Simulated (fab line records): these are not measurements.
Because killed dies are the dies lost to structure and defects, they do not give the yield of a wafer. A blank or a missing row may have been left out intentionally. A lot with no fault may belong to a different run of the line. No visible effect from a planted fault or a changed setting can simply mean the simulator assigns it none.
Which tool did it?	flow n5Finfet	24 lots with 72 wafers sampled at 6 steps, on a route of 1938 steps

## WHAT EACH GAUGE READ, for each wafer
Not one reading of a measure or inspect step in the record can be checked against a usual standard deviation.

## WHICH TOOL RAN EACH LOT (tool, then ch and the chambers of the sampled wafers, then the start)
lot	N5_BEOL_M1_ETCH_41	N5_BEOL_M1_PRE_CLEAN_45	N5_BEOL_M1_SPUTTER_92	N5_BEOL_M1_SPUTTER_94	N5_BEOL_M1_CO_CAP_55	N5_BEOL_M2_ILD_DEP_00
L074	rieDiel-04 ch 0,1,3, day 7 16:41 or earlier	pvdSputter-03, day 7 16:41	pvdSputter-03, day 7 18:58	pvdSputter-03, day 7 19:11	cvdCo-02 ch 1,2, day 7 20:16	pecvd-03 ch 0,1,2, day 7 20:31
L075	rieDiel-02 ch 1,2, day 7 19:39 or earlier	pvdSputter-01, day 7 19:39	pvdSputter-01, day 7 21:53	pvdSputter-01, day 7 22:07	cvdCo-01 ch 0,1, day 7 23:11	pecvd-04 ch 0,2, day 7 23:28
L076	rieDiel-02 ch 1,2, day 7 21:58 or earlier	pvdSputter-02, day 7 21:58	pvdSputter-02, day 7 23:52	pvdSputter-02, day 8 00:05	cvdCo-02 ch 0,1,2, day 8 01:26	pecvd-02 ch 0,1,2, day 8 01:41
L080	rieDiel-04 ch 0,2, day 7 22:03 or earlier	pvdSputter-02, day 7 22:03	pvdSputter-03, day 8 04:43	pvdSputter-03, day 8 04:56	cvdCo-02 ch 1,2, day 8 06:58	pecvd-03 ch 0,1, day 8 07:13
L077	rieDiel-04 ch 0,2,3, day 7 22:08 or earlier	pvdSputter-02, day 7 22:08	pvdSputter-01, day 8 00:05	pvdSputter-01, day 8 00:18	cvdCo-01 ch 0,1,2, day 8 01:40	pecvd-04 ch 0,2, day 8 01:56
L079	rieDiel-05 ch 0,1,2, day 7 22:25 or earlier	pvdSputter-02, day 7 22:25	pvdSputter-02, day 8 01:47	pvdSputter-02, day 8 02:01	cvdCo-02 ch 0,1,2, day 8 03:22	pecvd-03 ch 0,1, day 8 03:37
L078	rieDiel-04 ch 1,2,3, day 8 02:40 or earlier	pvdSputter-01, day 8 02:40	pvdSputter-01, day 8 06:22	pvdSputter-01, day 8 06:35	cvdCo-02 ch 0,2, day 8 07:42	pecvd-04 ch 0,2, day 8 07:57
L081	rieDiel-02 ch 1,2,3, day 8 05:34 or earlier	pvdSputter-03, day 8 05:34	pvdSputter-01, day 8 08:31	pvdSputter-01, day 8 08:44	cvdCo-02 ch 0,1, day 8 09:50	pecvd-04 ch 1,2, day 8 10:04
L082	rieDiel-04 ch 1,2,3, day 8 08:29 or earlier	pvdSputter-03, day 8 08:29	pvdSputter-02, day 8 10:29	pvdSputter-02, day 8 10:42	cvdCo-02 ch 0,1, day 8 11:47	pecvd-03 ch 0,1, day 8 12:02
L084	rieDiel-04 ch 0,2,3, day 8 15:14 or earlier	pvdSputter-03, day 8 15:14	pvdSputter-01, day 8 17:20	pvdSputter-01, day 8 17:33	cvdCo-01 ch 0,1, day 8 18:44	pecvd-03 ch 1,2, day 8 18:59
L083	rieDiel-05 ch 0,3, day 8 18:18 or earlier	pvdSputter-02, day 8 18:18	pvdSputter-01, day 8 20:11	pvdSputter-01, day 8 20:25	cvdCo-02 ch 0,1,2, day 8 22:28	pecvd-04 ch 1,2, day 8 22:43
L085	rieDiel-04 ch 1,3, day 9 04:08 or earlier	pvdSputter-02, day 9 04:08	pvdSputter-03, day 9 06:08	pvdSputter-03, day 9 06:21	cvdCo-01 ch 0,1, day 9 07:49	pecvd-04 ch 0,1, day 9 08:04
L086	rieDiel-05 ch 2,3, day 9 11:22 or earlier	pvdSputter-03, day 9 11:22	pvdSputter-03, day 9 14:59	pvdSputter-03, day 9 15:12	cvdCo-01 ch 1,2, day 9 16:42	pecvd-04 ch 0,1,2, day 9 16:57
L087	rieDiel-02 ch 0,3, day 10 05:17 or earlier	pvdSputter-01, day 10 05:17	pvdSputter-01, day 10 07:09	pvdSputter-01, day 10 07:22	cvdCo-01 ch 0,2, day 10 08:28	pecvd-02 ch 0,1, day 10 08:43
L088	rieDiel-05 ch 0,1,2, day 10 14:18 or earlier	pvdSputter-03, day 10 14:18	pvdSputter-01, day 10 16:13	pvdSputter-01, day 10 16:26	cvdCo-01 ch 0,1,2, day 10 19:11	pecvd-03 ch 0,1,2, day 10 19:26
L089	rieDiel-02 ch 0,2, day 10 20:22 or earlier	pvdSputter-02, day 10 20:22	pvdSputter-02, day 10 22:14	pvdSputter-02, day 10 22:27	cvdCo-01 ch 0,2, day 11 00:22	pecvd-03 ch 1,2, day 11 00:37
L090	rieDiel-05 ch 0,1,2, day 10 20:28 or earlier	pvdSputter-03, day 10 20:28	pvdSputter-03, day 10 22:20	pvdSputter-03, day 10 22:33	cvdCo-02 ch 0,1,2, day 11 00:38	pecvd-03 ch 0,1,2, day 11 00:54
L091	rieDiel-04 ch 0,2, day 10 20:37 or earlier	pvdSputter-03, day 10 20:37	pvdSputter-02, day 11 00:04	pvdSputter-02, day 11 00:17	cvdCo-02 ch 0,2, day 11 01:43	pecvd-03 ch 1, day 11 01:58
L092	rieDiel-05 ch 1,2,3, day 10 23:29 or earlier	pvdSputter-01, day 10 23:29	pvdSputter-01, day 11 01:20	pvdSputter-01, day 11 01:34	cvdCo-01 ch 0,1,2, day 11 02:51	pecvd-02 ch 0,1, day 11 03:05
L093	rieDiel-05 ch 0,2,3, day 11 01:54 or earlier	pvdSputter-01, day 11 01:54	pvdSputter-03, day 11 03:49	pvdSputter-03, day 11 04:02	cvdCo-01 ch 0,2, day 11 05:55	pecvd-03 ch 0,1, day 11 06:10
L094	rieDiel-02 ch 0,2,3, day 11 07:52 or earlier	pvdSputter-02, day 11 07:52	pvdSputter-03, day 11 09:42	pvdSputter-03, day 11 09:55	cvdCo-01 ch 0,1,2, day 11 12:13	pecvd-03 ch 0,1,2, day 11 12:28
L095	rieDiel-04 ch 0,1,3, day 11 13:48 or earlier	pvdSputter-03, day 11 13:48	pvdSputter-02, day 11 15:48	pvdSputter-02, day 11 16:01	cvdCo-01 ch 0,1,2, day 11 17:36	pecvd-04 ch 0,1,2, day 11 17:50
L096	rieDiel-04 ch 0,2,3, day 12 00:49 or earlier	pvdSputter-01, day 12 00:49	pvdSputter-01, day 12 02:52	pvdSputter-01, day 12 03:05	cvdCo-02 ch 1,2, day 12 04:10	pecvd-04 ch 0,1,2, day 12 04:25
L097	rieDiel-05 ch 1,2, day 12 07:26 or earlier	pvdSputter-03, day 12 07:26	pvdSputter-02, day 12 09:15	pvdSputter-02, day 12 09:28	cvdCo-02 ch 0,2, day 12 10:34	pecvd-04 ch 0,1,2, day 12 10:49
- N5_BEOL_M1_ETCH_41: etches SiCN in CH3F/O2, target depth 31.9 nm, time 57.8 s.
- N5_BEOL_M1_PRE_CLEAN_45: time 30 s.
- N5_BEOL_M1_SPUTTER_92: material Cu, target thk 4.5 nm, time 8.29 s.
- N5_BEOL_M1_SPUTTER_94: material Cu, target thk 4.5 nm, time 8.29 s.
- N5_BEOL_M1_CO_CAP_55: material Co, precursor CCTBA/H2, target thk 2 nm, time 102.1 s.
- N5_BEOL_M2_ILD_DEP_00: deposits SiOC from DEMS/O2, target thk 79 nm, time 15.3 s.

## WHAT THE TOOLS THEMSELVES READ (means of the sampled wafers that have a number; where no wafer has one, the mark that the record gives instead)
N5_BEOL_M1_ETCH_41. Usual: drypumpMotorCurrentA 5.7 A, standard deviation 0.31; oesProductAu 0.76 a.u., standard deviation 0.095; rfVppV 297.4 V, standard deviation 1.7; showerheadPlenumPTorr 2.00 Torr, standard deviation 0.069; throttleValvePct 16.37 %, standard deviation 0.22.
lot	tool	drypumpMotorCurrentA (A)	oesProductAu (a.u.)	rfVppV (V)	showerheadPlenumPTorr (Torr)	throttleValvePct (%)	flag
L074	rieDiel-04	5.7	0.72	296.6	1.99	16.52	
L075	rieDiel-02	5.8	0.67	297.9	2.07	16.40	
L076	rieDiel-02	5.8	0.68	298.6	2.06	16.40	
L080	rieDiel-04	5.7	0.70	296.8	1.99	16.60	
L077	rieDiel-04	5.7	0.70	296.7	1.95	16.57	
L079	rieDiel-05	5.4	0.78	296.9	2.01	16.16	
L078	rieDiel-04	5.8	0.71	297.1	1.98	16.43	
L081	rieDiel-02	5.6	0.67	298.4	2.03	16.52	
L082	rieDiel-04	5.7	0.71	296.2	1.98	16.42	
L084	rieDiel-04	5.7	0.69	296.5	1.95	16.59	
L083	rieDiel-05	6.0	0.88	299.2	2.08	16.29	
L085	rieDiel-04	5.6	0.71	295.9	1.95	16.52	
L086	rieDiel-05	6.0	0.79	298.6	2.04	16.19	
L087	rieDiel-02	5.4	0.87	296.9	1.94	16.30	
L088	rieDiel-05	5.4	0.76	296.7	2.00	16.19	
L089	rieDiel-02	5.4	0.80	296.0	1.94	16.22	
L090	rieDiel-05	5.4	0.76	297.4	2.00	16.19	
L091	rieDiel-04	5.7	0.78	296.9	1.99	16.49	
L092	rieDiel-05	5.8	0.83	298.6	2.05	16.18	
L093	rieDiel-05	5.8	0.79	298.7	2.04	16.26	
L094	rieDiel-02	5.5	0.86	297.0	1.96	16.19	
L095	rieDiel-04	5.7	0.70	296.0	1.98	16.57	
L096	rieDiel-04	5.7	0.77	295.6	1.95	16.47	
L097	rieDiel-05	5.4	0.79	297.6	2.02	16.13	

N5_BEOL_M1_PRE_CLEAN_45. Usual: heaterPowerW 337 W, standard deviation 34.
lot	tool	heaterPowerW (W)	flag
L074	pvdSputter-03	348	
L075	pvdSputter-01	351	
L076	pvdSputter-02	319	
L080	pvdSputter-02	323	
L077	pvdSputter-02	327	
L079	pvdSputter-02	334	
L078	pvdSputter-01	320	
L081	pvdSputter-03	353	
L082	pvdSputter-03	348	
L084	pvdSputter-03	346	
L083	pvdSputter-02	319	
L085	pvdSputter-02	318	
L086	pvdSputter-03	340	
L087	pvdSputter-01	280	
L088	pvdSputter-03	353	
L089	pvdSputter-02	331	
L090	pvdSputter-03	345	
L091	pvdSputter-03	338	
L092	pvdSputter-01	343	
L093	pvdSputter-01	320	
L094	pvdSputter-02	323	
L095	pvdSputter-03	346	
L096	pvdSputter-01	299	
L097	pvdSputter-03	367	

N5_BEOL_M1_SPUTTER_92. Usual: throttleValvePct 30.2 %, standard deviation 1.4.
lot	tool	throttleValvePct (%)	flag
L074	pvdSputter-03	31.5	
L075	pvdSputter-01	30.3	
L076	pvdSputter-02	30.7	
L080	pvdSputter-03	30.3	
L077	pvdSputter-01	30.5	
L079	pvdSputter-02	30.0	
L078	pvdSputter-01	30.2	
L081	pvdSputter-01	29.4	
L082	pvdSputter-02	29.8	
L084	pvdSputter-01	30.2	
L083	pvdSputter-01	30.1	
L085	pvdSputter-03	29.1	
L086	pvdSputter-03	28.9	
L087	pvdSputter-01	30.1	
L088	pvdSputter-01	30.4	
L089	pvdSputter-02	30.1	
L090	pvdSputter-03	28.9	
L091	pvdSputter-02	30.9	
L092	pvdSputter-01	29.8	
L093	pvdSputter-03	30.2	
L094	pvdSputter-03	30.3	
L095	pvdSputter-02	30.3	
L096	pvdSputter-01	29.6	
L097	pvdSputter-02	30.0	

N5_BEOL_M1_SPUTTER_94. Usual: throttleValvePct 30.2 %, standard deviation 1.4.
lot	tool	throttleValvePct (%)	flag
L074	pvdSputter-03	31.5	
L075	pvdSputter-01	30.3	
L076	pvdSputter-02	31.0	
L080	pvdSputter-03	30.3	
L077	pvdSputter-01	30.3	
L079	pvdSputter-02	30.0	
L078	pvdSputter-01	30.2	
L081	pvdSputter-01	29.4	
L082	pvdSputter-02	29.7	
L084	pvdSputter-01	30.1	
L083	pvdSputter-01	30.0	
L085	pvdSputter-03	29.1	
L086	pvdSputter-03	28.9	
L087	pvdSputter-01	30.3	
L088	pvdSputter-01	30.1	
L089	pvdSputter-02	30.1	
L090	pvdSputter-03	29.0	
L091	pvdSputter-02	30.9	
L092	pvdSputter-01	29.5	
L093	pvdSputter-03	30.4	
L094	pvdSputter-03	30.4	
L095	pvdSputter-02	30.4	
L096	pvdSputter-01	29.6	
L097	pvdSputter-02	29.8	

N5_BEOL_M1_CO_CAP_55. Usual: heaterPowerW 234 W, standard deviation 9.5.
lot	tool	heaterPowerW (W)	flag
L074	cvdCo-02	241	
L075	cvdCo-01	244	
L076	cvdCo-02	232	
L080	cvdCo-02	236	
L077	cvdCo-01	230	
L079	cvdCo-02	232	
L078	cvdCo-02	226	
L081	cvdCo-02	233	
L082	cvdCo-02	231	
L084	cvdCo-01	242	
L083	cvdCo-02	236	
L085	cvdCo-01	238	
L086	cvdCo-01	232	
L087	cvdCo-01	233	
L088	cvdCo-01	238	
L089	cvdCo-01	236	
L090	cvdCo-02	231	
L091	cvdCo-02	230	
L092	cvdCo-01	237	
L093	cvdCo-01	231	
L094	cvdCo-01	233	
L095	cvdCo-01	238	
L096	cvdCo-02	239	
L097	cvdCo-02	228	

N5_BEOL_M2_ILD_DEP_00. Usual: heaterPowerW 501 W, standard deviation 89; showerheadPlenumPTorr 5.695 Torr, standard deviation 0.017; showerheadVppV 1359 V, standard deviation 69; throttleValvePct 11.8 %, standard deviation 0.43.
lot	tool	heaterPowerW (W)	showerheadPlenumPTorr (Torr)	showerheadVppV (V)	throttleValvePct (%)	flag
L074	pecvd-03	449	5.697	1338	11.8	
L075	pecvd-04	625	5.712	1356	11.9	
L076	pecvd-02	476	5.691	1443	12.0	
L080	pecvd-03	498	5.690	1320	12.1	
L077	pecvd-04	545	5.706	1348	11.5	
L079	pecvd-03	487	5.691	1316	12.2	
L078	pecvd-04	602	5.712	1364	11.8	
L081	pecvd-04	553	5.691	1387	11.3	
L082	pecvd-03	455	5.681	1291	12.0	
L084	pecvd-03	434	5.702	1354	12.1	
L083	pecvd-04	463	5.689	1366	11.5	
L085	pecvd-04	638	5.708	1386	11.8	
L086	pecvd-04	577	5.695	1385	11.6	
L087	pecvd-02	429	5.693	1516	11.9	
L088	pecvd-03	434	5.695	1333	11.9	
L089	pecvd-03	477	5.705	1354	12.1	
L090	pecvd-03	436	5.696	1326	11.8	
L091	pecvd-03	502	5.685	1330	12.5	
L092	pecvd-02	504	5.691	1519	12.0	
L093	pecvd-03	472	5.684	1310	12.0	
L094	pecvd-03	425	5.692	1335	11.9	
L095	pecvd-04	572	5.691	1371	11.7	
L096	pecvd-04	563	5.691	1376	11.6	
L097	pecvd-04	582	5.698	1383	11.9	

## THE ANSWER, worked out from the rows above alone
Rule: a lot counts as off when the mean over its wafers that have a number is more than 3 standard deviations away from the usual mean. A lot without any number at a reading at which 4 lots or more have one is off too. Where the step has rows for the other lots, those lots are counted as sound. After the gauges, taken in route order, come the tools' own readings; for these a lot's mean is taken, as printed above. The first step at which some lot is off is used, and at that step the reading that is off furthest; a lot without a number counts as furthest.
Nothing can be told from this: no lot is off at any reading shown.

## WHAT HAD BEEN PUT IN BY THE SIMULATOR
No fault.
